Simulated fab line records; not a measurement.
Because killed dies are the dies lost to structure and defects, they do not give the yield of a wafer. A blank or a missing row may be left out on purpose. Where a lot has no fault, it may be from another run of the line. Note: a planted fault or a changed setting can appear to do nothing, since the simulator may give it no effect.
fab line records + flow nand_harc
record:
- lots: 6
- wafers: 18
- last_day: 33
route steps=1302 shown P_STI@69
lots untouched by any fault: they come from a run of this same line in which no faults occurred
start_h: the number of hours between the record's first day and the start of the first shown wafer of the lot + wait_h: how many hours have passed since the lot's step before this one + " the same as in the row above + L1.1+2: a row that stands for several wafers + - no value present, or no start provided + * or withheld: withheld + < > ~ a bound
route shown NAME@n: names a module that has steps shown in the file, with the first one's number in the route + usual: mean and standard deviation over wafers with no fault + same: alike in all rows + chamber/n: place in a boat + sites: readings site by site + _std_site: standard deviation of those values + _edge_site: mean of outer sites minus mean of inner sites + radius_mm: for every site, how far away it sits from the centre of the wafer + mask NAME#n: copy n + behind: the tool/chamber that last shaped the wafer + hold: cause of the lot's hold/its duration in hours/its outcome + device: whichever transistor did not switch (one of n, p or np) + end of line: tests run on the same wafers once the route is complete + a step given without rows: its recipe and nothing more + killed: dies lost to structure and defects at the first sort, not the wafer's yield + map: dies across one wafer; x = killed, . = not, _ = none there
set.NAME: the run value of the setting; set.NAME@STEP: its run value at that earlier step + model.NAME: the simulator's own value behind a step, which no gauge read
lots at some steps of the route; a table a step, a row a wafer
services: from which hour (start_h, from the record's first day; less than 0 if before it) a tool's chamber was out of use, for how many hours, and why
== steps ==
step: NHARC_P_STI_ETCH_26
recipe:
- target_depth_a: 110
- chemistry: dHF
- material: SiO2
step: NHARC_P_STI_PRECLEAN_27
recipe:
- time_s: *
- temp_c: 50
- bath_age_min: 0
- chemistry: SC1
step: NHARC_P_STI_SRD_28
step: NHARC_P_STI_OXIDE_29
recipe:
- target_thk_a: 100
- temp_c: 900
- ox_time_s: 1362
- material: SiO2
step: NHARC_P_STI_HM_DEP_30
recipe:
- target_thk_a: 800
- temp_c: 790
- pressure_mtorr: 300
- time_s: 873
- material: Si3N4
step: NHARC_P_STI_DEHYDRATE_01
recipe:
- temp_c: 150
- time_s: 120
step: NHARC_P_STI_HMDS_02
recipe:
- time_s: 30
step: NHARC_P_STI_COAT_41
recipe:
- temp_c: 200
- time_s: 65
step: NHARC_P_STI_COAT_03
recipe:
- spin_rpm: 2000
- resist_thk_nm: 600
step: NHARC_P_STI_SOFTBAKE_04
recipe:
- temp_c: 125
- time_s: 70
step: NHARC_P_STI_EBR_05
step: NHARC_P_STI_EXPOSE_06
recipe:
- na: 0.55
- target_cd_nm: 200
- dose_mj: 37.69
- mask_id: P_STI
step: NHARC_P_STI_PEB_07
recipe:
- peb_temp_c: 128
- peb_time_s: 80
usual:
- heater_power_total_W: 189.7/0.78
- plate_temp_C: 128.02/0.14
| lot.wafer | tool           | chamber | start_h | wait_h | heater_power_total_W | plate_temp_C |
|-----------|----------------|---------|---------|--------|----------------------|--------------|
| L508.1    | litho_track-07 | 0       | 57.70   | 0.1    | 188.5                | 127.90       |
| L508.3    | "              | 0       | "       | "      | 188.9                | 127.95       |
| L508.5    | "              | 0       | "       | "      | 190.6                | 127.78       |
| L512.3    | litho_track-07 | 0       | 95.56   | 0.1    | 190.3                | 127.90       |
| L512.4    | "              | 0       | "       | "      | 190.7                | 127.73       |
| L512.5    | "              | 0       | "       | "      | 189.7                | 128.09       |
| L518.3    | litho_track-03 | 0       | 156.79  | 0.1    | 190.9                | 127.81       |
| L518.4    | "              | 0       | "       | "      | 190.7                | 127.95       |
| L518.6    | "              | 0       | "       | "      | 188.6                | 127.84       |
| L525.1    | litho_track-07 | 0       | 226.42  | 0.1    | 197.2                | 131.76       |
| L525.2    | "              | 0       | "       | "      | 196.0                | 131.48       |
| L525.5    | "              | 0       | "       | "      | 197.7                | 131.74       |
| L526.2    | litho_track-07 | 0       | 234.64  | 0.1    | 197.1                | 131.61       |
| L526.5    | "              | 0       | "       | "      | 195.7                | 131.61       |
| L526.6    | "              | 0       | "       | "      | 195.7                | 131.75       |
| L529.1    | litho_track-03 | 0       | 264.26  | 0.1    | 189.0                | 127.87       |
| L529.3    | "              | 0       | "       | "      | 188.6                | 127.99       |
| L529.5    | "              | 0       | "       | "      | 189.4                | 128.28       |
step: NHARC_P_STI_DEVELOP_08
recipe:
- time_s: 50
- dev_temp_c: 22
step: NHARC_P_STI_CD_MEAS_09
recipe:
- target_cd_nm: 200
- landing_energy_ev: 500
usual:
- cd_nm: 199.8/1.8
| lot.wafer | tool      | chamber | start_h | wait_h | hold                     | cd_nm |
|-----------|-----------|---------|---------|--------|--------------------------|-------|
| L508.1    | cd_sem-02 | 0       | 57.79   | -      | -                        | 201.7 |
| L508.3    | "         | 0       | "       | "      | -                        | 202.5 |
| L508.5    | "         | 0       | "       | "      | -                        | 201.4 |
| L512.3    | cd_sem-03 | 0       | 95.65   | -      | -                        | 202.1 |
| L512.4    | "         | 0       | "       | "      | -                        | 204.2 |
| L512.5    | "         | 0       | "       | "      | -                        | 202.3 |
| L518.3    | cd_sem-03 | 0       | 156.88  | -      | -                        | 202.0 |
| L518.4    | "         | 0       | "       | "      | -                        | 201.9 |
| L518.6    | "         | 0       | "       | "      | -                        | 198.4 |
| L525.1    | cd_sem-03 | 0       | 226.50  | -      | await_dispo/0.2h/release | 224.4 |
| L525.2    | "         | 0       | "       | "      | await_dispo/0.2h/release | 223.7 |
| L525.5    | "         | 0       | "       | "      | await_dispo/0.2h/release | 223.9 |
| L525.1    | cd_sem-03 | 0       | -       | -      | -                        | 224.8 |
| L525.2    | "         | 0       | "       | "      | -                        | 223.2 |
| L525.5    | "         | 0       | "       | "      | -                        | 224.3 |
| L526.2    | cd_sem-01 | 0       | 234.73  | -      | await_dispo/0.2h/release | 222.1 |
| L526.5    | "         | 0       | "       | "      | await_dispo/0.2h/release | 221.1 |
| L526.6    | "         | 0       | "       | "      | await_dispo/0.2h/release | 221.3 |
| L526.2    | cd_sem-01 | 0       | -       | -      | -                        | 221.7 |
| L526.5    | "         | 0       | "       | "      | -                        | 221.6 |
| L526.6    | "         | 0       | "       | "      | -                        | 221.2 |
| L529.1    | cd_sem-03 | 0       | 264.34  | -      | -                        | 200.8 |
| L529.3    | "         | 0       | "       | "      | -                        | 200.4 |
| L529.5    | "         | 0       | "       | "      | -                        | 201.5 |
step: NHARC_P_STI_OVL_MEAS_10
usual:
- overlay_x_nm: 1/5.7
- overlay_y_nm: -1/6.2
| lot.wafer | tool       | chamber | start_h | wait_h | hold                     | overlay_x_nm | overlay_y_nm |
|-----------|------------|---------|---------|--------|--------------------------|--------------|--------------|
| L508.1    | overlay-02 | -       | 57.88   | -      | -                        | 5            | -2           |
| L508.3    | "          | -       | "       | "      | -                        | 5            | -2           |
| L508.5    | "          | -       | "       | "      | -                        | 4            | -2           |
| L512.3    | overlay-01 | -       | 95.73   | -      | -                        | 5            | -5           |
| L512.4    | "          | -       | "       | "      | -                        | 5            | -5           |
| L512.5    | "          | -       | "       | "      | -                        | 5            | -5           |
| L518.3    | overlay-01 | -       | 156.96  | -      | -                        | 0            | 4            |
| L518.4    | "          | -       | "       | "      | -                        | -1           | 4            |
| L518.6    | "          | -       | "       | "      | -                        | 0            | 4            |
| L525.1    | overlay-01 | -       | 230.38  | -      | await_dispo/3.6h/release | 4            | -8           |
| L525.2    | "          | -       | "       | "      | await_dispo/3.6h/release | 4            | -8           |
| L525.5    | "          | -       | "       | "      | await_dispo/3.6h/release | 4            | -9           |
| L526.2    | overlay-02 | -       | 236.28  | -      | await_dispo/1.3h/release | 0            | 5            |
| L526.5    | "          | -       | "       | "      | await_dispo/1.3h/release | -1           | 5            |
| L526.6    | "          | -       | "       | "      | await_dispo/1.3h/release | -1           | 5            |
| L529.1    | overlay-02 | -       | 264.43  | -      | -                        | -8           | 2            |
| L529.3    | "          | -       | "       | "      | -                        | -8           | 2            |
| L529.5    | "          | -       | "       | "      | -                        | -8           | 2            |
step: NHARC_P_STI_INSPECT_11
usual:
- raw_defect_count: 6/3
| lot.wafer | tool              | chamber | start_h | wait_h | raw_defect_count |
|-----------|-------------------|---------|---------|--------|------------------|
| L508.1    | defect_inspect-01 | -       | 57.91   | 0.0    | 10               |
| L508.3    | "                 | -       | "       | "      | 11               |
| L508.5    | "                 | -       | "       | "      | 12               |
| L512.3    | defect_inspect-02 | -       | 95.77   | 0.0    | 6                |
| L512.4    | "                 | -       | "       | "      | 6                |
| L512.5    | "                 | -       | "       | "      | 5                |
| L518.3    | defect_inspect-02 | -       | 157.00  | 0.0    | 7                |
| L518.4    | "                 | -       | "       | "      | 4                |
| L518.6    | "                 | -       | "       | "      | 4                |
| L525.1    | defect_inspect-01 | -       | 230.42  | 0.0    | 2                |
| L525.2    | "                 | -       | "       | "      | 5                |
| L525.5    | "                 | -       | "       | "      | 7                |
| L526.2    | defect_inspect-02 | -       | 236.32  | 0.0    | 2                |
| L526.5    | "                 | -       | "       | "      | 8                |
| L526.6    | "                 | -       | "       | "      | 3                |
| L529.1    | defect_inspect-02 | -       | 264.47  | 0.0    | 6                |
| L529.3    | "                 | -       | "       | "      | 1                |
| L529.5    | "                 | -       | "       | "      | 7                |
step: NHARC_P_STI_HARDBAKE_13
recipe:
- temp_c: 118
- time_s: 65
step: NHARC_P_STI_DESCUM_14
recipe:
- time_s: 3
- o2_flow_sccm: 200
- ar_flow_sccm: 0
- bias_power_w: 0
- chemistry: O2
usual:
- drypump_motor_current_A: 5.7/0.36
- oes_product_au: 1.003/0.0074
- rf_vpp_V: 57.6/0.8
- showerhead_plenum_p_Torr: 1.90/0.066
- throttle_valve_pct: 11.312/0.0087
| lot.wafer | tool        | chamber | start_h | wait_h | drypump_motor_current_A | oes_product_au | rf_hours_counter_h | rf_vpp_V | showerhead_plenum_p_Torr | throttle_valve_pct | model.P_STI.cd_nm |
|-----------|-------------|---------|---------|--------|-------------------------|----------------|--------------------|----------|--------------------------|--------------------|-------------------|
| L508.1    | rie_diel-10 | 3       | 58.07   | -      | 6.2                     | 1.011          | 8                  | 58.3     | 1.86                     | 11.306             | 201.2             |
| L508.3    | "           | 0       | "       | "      | 6.1                     | 1.003          | 9                  | 57.2     | 1.89                     | 11.302             | 202.1             |
| L508.5    | "           | 1       | "       | "      | 5.6                     | 1.004          | -                  | 57.2     | 1.85                     | 11.315             | 201.7             |
| L512.3    | rie_diel-04 | 3       | 95.92   | -      | 5.3                     | 1.020          | 9                  | 58.4     | 1.99                     | 11.317             | 201.4             |
| L512.4    | "           | 0       | "       | "      | 5.9                     | 0.993          | -                  | 58.5     | 1.87                     | 11.322             | 203.8             |
| L512.5    | "           | 3       | "       | "      | 5.3                     | 1.000          | -                  | 58.5     | 1.99                     | 11.305             | 201.7             |
| L518.4    | rie_diel-10 | 3       | 157.13  | -      | 6.3                     | 1.003          | 4                  | 56.9     | 1.86                     | 11.302             | 201.3             |
| L518.3    | "           | 2       | "       | "      | 5.1                     | 1.015          | 4                  | 57.1     | 1.90                     | 11.308             | 202               |
| L518.6    | "           | 0       | "       | "      | 6.0                     | 1.015          | -                  | 58.5     | 1.89                     | 11.328             | 199.5             |
| L525.2    | rie_diel-13 | 3       | 230.56  | -      | 6.1                     | 1.000          | 3                  | 58.3     | 1.91                     | 11.316             | 223.6             |
| L525.1    | "           | 1       | "       | "      | 5.6                     | 1.011          | 3                  | 58.5     | 2.00                     | 11.310             | 224.9             |
| L525.5    | "           | 3       | "       | "      | 6.1                     | 1.008          | -                  | 57.9     | 1.91                     | 11.311             | 224.4             |
| L526.2    | rie_diel-10 | 3       | 236.47  | -      | 6.2                     | 1.000          | 10                 | 57.1     | 1.86                     | 11.315             | 221.6             |
| L526.5    | "           | 1       | "       | "      | 5.6                     | 0.991          | -                  | 56.8     | 1.85                     | 11.323             | 221.8             |
| L526.6    | "           | 2       | "       | "      | 5.1                     | 1.009          | -                  | 55.2     | 1.90                     | 11.303             | 221.4             |
| L529.1    | rie_diel-13 | 0       | 264.60  | -      | 6.0                     | 1.015          | 5                  | 57.7     | 2.06                     | 11.312             | 201.3             |
| L529.3    | "           | 1       | "       | "      | 5.6                     | 1.003          | 6                  | 56.4     | 2.00                     | 11.309             | 200.2             |
| L529.5    | "           | 0       | "       | "      | 6.0                     | 1.010          | -                  | 57.5     | 2.05                     | 11.320             | 201.8             |
step: NHARC_P_STI_ETCH_42
recipe:
- target_depth_a: 800
- overetch_a: 240
- time_s: 61
- ion_energy_ev: 200
- n2_flow_sccm: 150
- h2_flow_sccm: 150
- ar_flow_sccm: 0
- rf_w: 400
- bias_w: 150
- chemistry: N2/H2
usual:
- drypump_motor_current_A: 5.7/0.34
- oes_product_au: 1.002/0.008
- rf_vpp_V: 430.1/2.1
- showerhead_plenum_p_Torr: 2.03/0.071
- throttle_valve_pct: 14.171/0.0089
| lot.wafer | tool        | chamber | start_h | wait_h | drypump_motor_current_A | oes_product_au | rf_hours_counter_h | rf_vpp_V | showerhead_plenum_p_Torr | throttle_valve_pct |
|-----------|-------------|---------|---------|--------|-------------------------|----------------|--------------------|----------|--------------------------|--------------------|
| L508.1    | rie_diel-10 | 1       | 58.13   | 0.1    | 5.6                     | 1.004          | 8                  | 428.4    | 1.97                     | 14.167             |
| L508.3    | "           | 2       | "       | "      | 5.1                     | 1.003          | 7                  | 429.9    | 2.03                     | 14.157             |
| L508.5    | "           | 2       | "       | "      | 5.1                     | 1.001          | -                  | 431.2    | 2.03                     | 14.163             |
| L512.3    | rie_diel-04 | 1       | 96.02   | 0.1    | 5.4                     | 1.009          | 9                  | 427.3    | 1.95                     | 14.180             |
| L512.4    | "           | 3       | "       | "      | 5.3                     | 1.013          | -                  | 433.9    | 2.12                     | 14.173             |
| L512.5    | "           | 0       | "       | "      | 5.9                     | 1.009          | -                  | 429.5    | 1.99                     | 14.168             |
| L518.4    | rie_diel-10 | 3       | 157.22  | 0.1    | 6.2                     | 1.003          | 4                  | 429.9    | 1.98                     | 14.170             |
| L518.3    | "           | 1       | "       | "      | 5.6                     | 0.991          | 3                  | 429.2    | 1.97                     | 14.166             |
| L518.6    | "           | 3       | "       | "      | 6.2                     | 0.993          | -                  | 428.3    | 1.98                     | 14.156             |
| L525.2    | rie_diel-13 | 2       | 230.65  | 0.1    | 5.6                     | 1.005          | 3                  | 426.6    | 1.90                     | 14.171             |
| L525.1    | "           | 3       | "       | "      | 6.1                     | 1.006          | 3                  | 430.0    | 2.03                     | 14.156             |
| L525.5    | "           | 2       | "       | "      | 5.6                     | 0.987          | -                  | 427.6    | 1.90                     | 14.175             |
| L526.2    | rie_diel-10 | 3       | 236.56  | 0.1    | 6.2                     | 1.012          | 10                 | 427.8    | 1.98                     | 14.168             |
| L526.5    | "           | 0       | "       | "      | 6.0                     | 1.016          | -                  | 427.9    | 2.01                     | 14.174             |
| L526.6    | "           | 1       | "       | "      | 5.6                     | 1.001          | -                  | 429.2    | 1.97                     | 14.181             |
| L529.3    | rie_diel-13 | 3       | 264.71  | 0.1    | 6.1                     | 1.001          | 5                  | 431.0    | 2.03                     | 14.182             |
| L529.1    | "           | 0       | "       | "      | 6.0                     | 1.008          | 5                  | 435.6    | 2.19                     | 14.169             |
| L529.5    | "           | 1       | "       | "      | 5.6                     | 1.010          | -                  | 432.8    | 2.14                     | 14.174             |
step: NHARC_P_STI_ETCH_31
recipe:
- target_depth_a: 1089
- time_s: 54.5
- cf4_flow_sccm: 100
- chf3_flow_sccm: 30
- ar_flow_sccm: 0
- rf_w: 500
- bias_w: 200
- chemistry: CF4/CHF3
usual:
- drypump_motor_current_A: 5.7/0.35
- oes_product_au: 0.962/0.017
- rf_vpp_V: 370.4/1.8
- showerhead_plenum_p_Torr: 1.57/0.051
- throttle_valve_pct: 16.803/0.0087
| lot.wafer | tool        | chamber | start_h | wait_h | drypump_motor_current_A | oes_product_au | rf_hours_counter_h | rf_vpp_V | showerhead_plenum_p_Torr | throttle_valve_pct |
|-----------|-------------|---------|---------|--------|-------------------------|----------------|--------------------|----------|--------------------------|--------------------|
| L508.1    | rie_diel-10 | 0       | -       | -      | 6.0                     | 0.984          | 9                  | 369.7    | 1.55                     | 16.793             |
| L508.3    | "           | 3       | "       | "      | 6.2                     | 0.972          | 8                  | 371.0    | 1.53                     | 16.803             |
| L508.5    | "           | 0       | "       | "      | 6.0                     | 0.985          | -                  | 370.4    | 1.55                     | 16.798             |
| L512.3    | rie_diel-04 | 0       | -       | -      | 5.9                     | 0.949          | 9                  | 368.9    | 1.54                     | 16.794             |
| L512.4    | "           | 3       | "       | "      | 5.3                     | 0.964          | -                  | 371.9    | 1.63                     | 16.815             |
| L512.5    | "           | 1       | "       | "      | 5.4                     | 0.942          | -                  | 370.1    | 1.51                     | 16.798             |
| L518.4    | rie_diel-10 | 0       | -       | -      | 6.0                     | 0.944          | 4                  | 369.4    | 1.55                     | 16.799             |
| L518.3    | "           | 2       | "       | "      | 5.1                     | 0.940          | 4                  | 370.1    | 1.56                     | 16.805             |
| L518.6    | "           | 0       | "       | "      | 6.0                     | 0.945          | -                  | 370.6    | 1.55                     | 16.793             |
| L525.2    | rie_diel-13 | 3       | -       | -      | 6.1                     | 0.931          | 3                  | 370.4    | 1.57                     | 16.797             |
| L525.1    | "           | 0       | "       | "      | 6.0                     | 0.940          | 3                  | 374.9    | 1.68                     | 16.803             |
| L525.5    | "           | 3       | "       | "      | 6.1                     | 0.935          | -                  | 370.6    | 1.57                     | 16.793             |
| L526.2    | rie_diel-10 | 0       | -       | -      | 6.1                     | 0.976          | 8                  | 371.1    | 1.55                     | 16.795             |
| L526.5    | "           | 2       | "       | "      | 5.1                     | 0.964          | -                  | 369.8    | 1.56                     | 16.796             |
| L526.6    | "           | 3       | "       | "      | 6.3                     | 0.982          | -                  | 368.7    | 1.53                     | 16.804             |
| L529.3    | rie_diel-13 | 0       | -       | -      | 6.0                     | 0.971          | 5                  | 372.5    | 1.68                     | 16.813             |
| L529.1    | "           | 1       | "       | "      | 5.6                     | 0.977          | 6                  | 372.9    | 1.64                     | 16.816             |
| L529.5    | "           | 3       | "       | "      | 6.1                     | 0.977          | -                  | 369.6    | 1.57                     | 16.803             |
step: NHARC_P_STI_ETCH_15
recipe:
- target_depth_a: 3000
- taper_deg: 4
- time_s: 100.1
- hbr_flow_sccm: 150
- cl2_flow_sccm: 50
- rf_w: 400
- icp_w: 400
- bias_w: 100
- chemistry: HBr/Cl2
usual:
- drypump_motor_current_A: 5.70/0.21
- oes_product_au: 1.000/0.0069
- throttle_valve_pct: 26.407/0.0088
| lot.wafer | tool      | chamber | start_h | wait_h | drypump_motor_current_A | oes_product_au | rf_hours_counter_h | throttle_valve_pct | model.P_STI.cd_nm |
|-----------|-----------|---------|---------|--------|-------------------------|----------------|--------------------|--------------------|-------------------|
| L508.1    | rie_si-06 | 3       | 58.32   | -      | 5.49                    | 1.008          | 0.9                | 26.414             | 200.1             |
| L508.3    | "         | 1       | "       | "      | 5.82                    | 1.010          | 1.2                | 26.396             | 201.6             |
| L508.5    | "         | 0       | "       | "      | 5.49                    | 0.998          | -                  | 26.417             | 200.6             |
| L512.3    | rie_si-05 | 3       | 96.21   | -      | 5.68                    | 0.999          | 0.9                | 26.401             | 201               |
| L512.4    | "         | 1       | "       | "      | 5.87                    | 0.993          | 0.8                | 26.403             | 203.2             |
| L512.5    | "         | 0       | "       | "      | 5.89                    | 0.999          | -                  | 26.417             | 200.9             |
| L518.4    | rie_si-05 | 3       | 157.42  | -      | 5.66                    | 1.001          | 0.1                | 26.388             | 199.6             |
| L518.3    | "         | 0       | "       | "      | 5.90                    | 0.998          | 0.1                | 26.415             | 201.5             |
| L518.6    | "         | 2       | "       | "      | 5.49                    | 0.999          | -                  | 26.397             | 197.5             |
| L525.1    | rie_si-05 | 3       | 230.86  | -      | 5.68                    | 0.990          | 0.6                | 26.408             | 223.6             |
| L525.2    | "         | 0       | "       | "      | 5.89                    | 1.009          | 0.5                | 26.399             | 223               |
| L525.5    | "         | 2       | "       | "      | 5.54                    | 1.006          | -                  | 26.407             | 224.6             |
| L526.2    | rie_si-05 | 3       | 236.74  | -      | 5.68                    | 0.991          | 0.7                | 26.411             | 220.7             |
| L526.5    | "         | 3       | "       | "      | 5.70                    | 0.989          | -                  | 26.403             | 220.6             |
| L526.6    | "         | 0       | "       | "      | 5.86                    | 0.998          | -                  | 26.413             | 221.5             |
| L529.3    | rie_si-05 | 2       | 264.94  | -      | 5.50                    | 0.997          | 1.0                | 26.411             | 199.8             |
| L529.1    | "         | 0       | "       | "      | 5.91                    | 0.993          | 0.9                | 26.399             | 201.1             |
| L529.5    | "         | 2       | "       | "      | 5.52                    | 1.001          | -                  | 26.412             | 202.2             |
step: NHARC_P_STI_CD_MEAS_16
usual:
- cd_nm: 199.2/1.8
| lot.wafer | tool      | chamber | start_h | wait_h | hold                     | cd_nm |
|-----------|-----------|---------|---------|--------|--------------------------|-------|
| L508.1    | cd_sem-03 | -       | 58.48   | -      | -                        | 200.1 |
| L508.3    | "         | -       | "       | "      | -                        | 201.6 |
| L508.5    | "         | -       | "       | "      | -                        | 200.8 |
| L512.3    | cd_sem-02 | -       | 96.38   | -      | -                        | 200.9 |
| L512.4    | "         | -       | "       | "      | -                        | 203.1 |
| L512.5    | "         | -       | "       | "      | -                        | 201.0 |
| L518.3    | cd_sem-01 | -       | 157.58  | -      | -                        | 201.5 |
| L518.4    | "         | -       | "       | "      | -                        | 199.5 |
| L518.6    | "         | -       | "       | "      | -                        | 197.7 |
| L525.1    | cd_sem-03 | -       | 230.99  | -      | await_dispo/0.2h/release | 223.2 |
| L525.2    | "         | -       | "       | "      | await_dispo/0.2h/release | 223.2 |
| L525.5    | "         | -       | "       | "      | await_dispo/0.2h/release | 224.6 |
| L525.1    | cd_sem-03 | -       | 231.18  | 0.2    | -                        | 223.7 |
| L525.2    | "         | -       | "       | "      | -                        | 223.0 |
| L525.5    | "         | -       | "       | "      | -                        | 224.4 |
| L526.2    | cd_sem-01 | -       | 236.91  | -      | await_dispo/0.2h/release | 220.3 |
| L526.5    | "         | -       | "       | "      | await_dispo/0.2h/release | 220.5 |
| L526.6    | "         | -       | "       | "      | await_dispo/0.2h/release | 221.8 |
| L526.2    | cd_sem-01 | -       | 237.09  | 0.2    | -                        | 220.8 |
| L526.5    | "         | -       | "       | "      | -                        | 220.4 |
| L526.6    | "         | -       | "       | "      | -                        | 221.5 |
| L529.1    | cd_sem-02 | -       | 265.11  | -      | -                        | 201.1 |
| L529.3    | "         | -       | "       | "      | -                        | 199.8 |
| L529.5    | "         | -       | "       | "      | -                        | 202.1 |
step: NHARC_P_STI_OCD_MEAS_17
usual:
- trench_depth_nm: 300.3/2.8
- trench_foot_cd_nm: 157.8/1.8
| lot.wafer | tool   | chamber | start_h | wait_h | hold                     | trench_depth_nm | trench_foot_cd_nm |
|-----------|--------|---------|---------|--------|--------------------------|-----------------|-------------------|
| L508.1    | ocd-02 | -       | 58.57   | 0.1    | -                        | 305.2           | 158.6             |
| L508.3    | "      | -       | "       | "      | -                        | 306.8           | 159.8             |
| L508.5    | "      | -       | "       | "      | -                        | 302.3           | 158.9             |
| L512.3    | ocd-01 | -       | 96.47   | 0.1    | -                        | 295.4           | 160.2             |
| L512.4    | "      | -       | "       | "      | -                        | 298.5           | 162.6             |
| L512.5    | "      | -       | "       | "      | -                        | 299.0           | 159.9             |
| L518.3    | ocd-01 | -       | 157.66  | 0.1    | -                        | 300.6           | 160.2             |
| L518.4    | "      | -       | "       | "      | -                        | 298.4           | 160.2             |
| L518.6    | "      | -       | "       | "      | -                        | 301.2           | 156.7             |
| L525.1    | ocd-01 | -       | 234.57  | 3.4    | await_dispo/0.2h/release | 295.0           | 183.7             |
| L525.2    | "      | -       | "       | "      | await_dispo/0.2h/release | 301.7           | 181.1             |
| L525.5    | "      | -       | "       | "      | await_dispo/0.2h/release | 304.2           | 181.0             |
| L525.1    | ocd-01 | -       | 234.74  | 0.2    | -                        | 294.6           | 183.0             |
| L525.2    | "      | -       | "       | "      | -                        | 302.4           | 181.6             |
| L525.5    | "      | -       | "       | "      | -                        | 303.8           | 181.7             |
| L526.2    | ocd-01 | -       | 239.15  | 2.1    | await_dispo/0.2h/release | 295.6           | 180.6             |
| L526.5    | "      | -       | "       | "      | await_dispo/0.2h/release | 296.6           | 180.7             |
| L526.6    | "      | -       | "       | "      | await_dispo/0.2h/release | 298.6           | 179.6             |
| L526.2    | ocd-01 | -       | 239.32  | 0.2    | -                        | 295.6           | 180.7             |
| L526.5    | "      | -       | "       | "      | -                        | 296.4           | 180.3             |
| L526.6    | "      | -       | "       | "      | -                        | 299.1           | 179.7             |
| L529.1    | ocd-01 | -       | 265.19  | 0.1    | -                        | 297.0           | 159.5             |
| L529.3    | "      | -       | "       | "      | -                        | 298.9           | 158.6             |
| L529.5    | "      | -       | "       | "      | -                        | 296.8           | 160.5             |
== services ==
| tool           | chamber | start_h | hours | kind   |
|----------------|---------|---------|-------|--------|
| rie_diel-10    | 1       | 35.99   | 6.1   | repair |
| rie_diel-04    | 2       | 53.99   | 19.9  | repair |
| rie_diel-10    | -       | 65.50   | 9.0   | pm     |
| litho_track-07 | -       | 76.00   | 7.0   | pm     |
| rie_diel-13    | 0       | 91.10   | 8.8   | repair |
| rie_diel-04    | 2       | 91.81   | 4.7   | repair |
| rie_si-05      | 3       | 117.00  | 7.0   | repair |
| rie_diel-13    | 0       | 122.67  | 8.0   | repair |
| rie_si-05      | -       | 128.00  | 9.0   | pm     |
| rie_diel-04    | -       | 129.06  | 0.9   | repair |
| rie_si-05      | 0       | 141.16  | 6.1   | repair |
| rie_diel-04    | 0       | 144.04  | 2.7   | repair |
| rie_diel-04    | 3       | 146.45  | 7.3   | repair |
| rie_diel-13    | -       | 162.07  | 0.6   | repair |
| rie_diel-13    | -       | 165.00  | 9.0   | pm     |
| rie_diel-04    | -       | 178.27  | 9.0   | pm     |
| rie_diel-13    | 2       | 202.62  | 4.1   | repair |
| rie_diel-10    | 0       | 206.57  | 8.4   | repair |
| rie_diel-13    | 3       | 212.79  | 2.7   | repair |
| rie_diel-10    | -       | 215.92  | 0.5   | repair |
| rie_diel-10    | -       | 242.50  | 9.0   | pm     |
| rie_diel-13    | 2       | 246.96  | 23.0  | repair |
| litho_track-07 | -       | 251.00  | 7.0   | pm     |
| rie_si-05      | 3       | 262.52  | 15.6  | repair |
== key ==
first_sign:
- step: NHARC_P_STI_PEB_07
- reading: plate_temp_C
- direction: up
- sigmas: 25
- usual: *
- struck: *
effect:
- step: NHARC_P_STI_PEB_07
- reading: heater_power_total_W
- direction: up
- sigmas: 8.8
- usual: *
- struck: *
effect:
- step: NHARC_P_STI_CD_MEAS_09
- reading: visit
- direction: added
- through: control_loop
effect:
- step: NHARC_P_STI_CD_MEAS_09
- reading: cd_nm
- direction: up
- sigmas: 13
- usual: 199.8
- struck: 222.8
- through: control_loop
effect:
- step: NHARC_P_STI_CD_MEAS_16
- reading: visit
- direction: added
- through: control_loop
effect:
- step: NHARC_P_STI_CD_MEAS_16
- reading: cd_nm
- direction: up
- sigmas: 13
- usual: 199.2
- struck: 222.3
- through: control_loop
effect:
- step: NHARC_P_STI_OCD_MEAS_17
- reading: visit
- direction: added
- through: control_loop
effect:
- step: NHARC_P_STI_OCD_MEAS_17
- reading: trench_foot_cd_nm
- direction: up
- sigmas: 13
- usual: 157.8
- struck: 181.1
- through: control_loop
model_effect:
- step: NHARC_P_STI_DESCUM_14
- value: P_STI.cd_nm
- without: 200.5
- struck: 223
model_effect:
- step: NHARC_P_STI_ETCH_15
- value: P_STI.cd_nm
- without: 199.9
- struck: 222.3
met_at NHARC_P_STI_PEB_07
struck_wafers L525.1,L525.2,L525.5,L526.2,L526.5,L526.6
sort_left_out L525.1,L525.2,L525.5,L526.2,L526.5,L526.6
tester_left_out L525,L526
loop_trim:
- step: NHARC_P_STI_EXPOSE_06
- setting: dose
- lots: L526
onset_between 95.56 226.42
fault:
- kind: process_parameter_drift
- tool: litho_track-07
- chamber: -
- onset_h: 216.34
- steps: NHARC_P_STI_PEB_07
- channel: peb_temp_c
- offset: *
- shape: step
- end_h: 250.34
- acts_in: *
- stated: *
tester_left_out: of these lots the tester's yield and bins aren't shown, on N5 and GAA mostly nor the transistor test; their killed dies are dies lost to structure and defects alone, not to doping, threshold or leakage, so they don't give the yield
sort_left_out: the simulated sort isn't trusted on such a fault, so these wafers' sort isn't shown, and their yield isn't known
loop_trim: a control loop set the setting to another value than it would have without faults
